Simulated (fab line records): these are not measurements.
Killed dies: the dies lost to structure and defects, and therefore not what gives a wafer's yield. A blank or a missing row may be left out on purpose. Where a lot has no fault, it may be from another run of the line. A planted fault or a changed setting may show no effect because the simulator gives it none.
Chamber matching + flow nand_harc + pecvd-01 running NHARC_A_BONDPAD_DEP_00: 3 sister chambers
The step deposits SiCN, target thk 250 nm. 22 wafers are shown with their chamber, then 11 later ones without.

## EACH WAFER AND ITS CHAMBER
| wafer  | chamber | heater_power_w (W) | chamber_pressure_Torr (Torr) |
|--------|---------|--------------------|------------------------------|
| L076.1 | 0       | 547                | 3.006                        |
| L076.2 | 1       | 698                | 2.994                        |
| L076.3 | 2       | 525                | 2.996                        |
| L077.1 | 0       | 564                | 2.994                        |
| L077.2 | 2       | 549                | 2.995                        |
| L077.5 | 0       | 451                | 3.000                        |
| L078.3 | 2       | 525                | 2.997                        |
| L078.4 | 0       | 536                | 2.999                        |
| L078.6 | 2       | 538                | 2.994                        |
| L080.1 | 0       | 490                | 2.997                        |
| L080.3 | 2       | 594                | 2.996                        |
| L080.5 | 0       | 500                | 3.002                        |
| L081.3 | 2       | 637                | 3.002                        |
| L081.5 | 2       | 486                | 3.011                        |
| L081.6 | 0       | 562                | 2.998                        |
| L083.2 | 2       | 529                | 3.008                        |
| L083.3 | 1       | 662                | 3.005                        |
| L083.4 | 1       | 667                | 3.004                        |
| L084.1 | 0       | 457                | 3.001                        |
| L084.5 | 1       | 699                | 3.007                        |
| L084.6 | 0       | 484                | 2.999                        |
| L088.2 | 0       | 479                | 2.997                        |

SIGNATURES (averages over the wafers above)
| reading               | chamber 0 | chamber 1 | chamber 2 | scatter within a chamber |
|-----------------------|-----------|-----------|-----------|--------------------------|
| heater_power_w        | 507.00    | 681.50    | 547.88    | 41.4                     |
| chamber_pressure_Torr | 2.99930   | 3.00250   | 2.99987   | 0.00507                  |
Rule: distance of a wafer from a chamber = root of the sum over the readings of ((wafer's reading minus chamber's mean) / reading's scatter) squared. The wafer belongs to the nearest chamber; if the next one is less than 2 further off, it can't be placed. The scatter: take each reading less its chamber's mean, square it, sum over the shown wafers, divide by the number of wafers less the number of chambers, and take the root.

## WAFERS WITH NO CHAMBER GIVEN
| wafer  | heater_power_w (W) | chamber_pressure_Torr (Torr) |
|--------|--------------------|------------------------------|
| L088.3 | 688                | 3.006                        |
| L088.5 | 700                | 3.001                        |
| L090.2 | 536                | 3.009                        |
| L090.5 | 657                | 3.005                        |
| L090.6 | 551                | 2.990                        |
| L093.1 | 536                | 3.006                        |
| L093.2 | 653                | 2.998                        |
| L093.5 | 506                | 3.006                        |
| L095.4 | 669                | 3.005                        |
| L095.5 | 504                | 2.988                        |
| L095.6 | 591                | 3.013                        |

## WHICH CHAMBER EACH WENT THROUGH
| wafer  | from the rows above          | in truth |
|--------|------------------------------|----------|
| L088.3 | 1                            | 1        |
| L088.5 | 1                            | 1        |
| L090.2 | can't be placed: 2 or 0 or 1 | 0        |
| L090.5 | 1                            | 1        |
| L090.6 | can't be placed: 2 or 0      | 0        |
| L093.1 | can't be placed: 2 or 0      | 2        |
| L093.2 | can't be placed: 1 or 2      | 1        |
| L093.5 | can't be placed: 0 or 2      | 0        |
| L095.4 | 1                            | 1        |
| L095.5 | can't be placed: 0 or 2      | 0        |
| L095.6 | can't be placed: 2 or 1 or 0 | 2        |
4 of 11 placed correctly. Can't be placed from these rows: 7 (the true chamber is among the candidates in 7). Wrongly placed: 0.
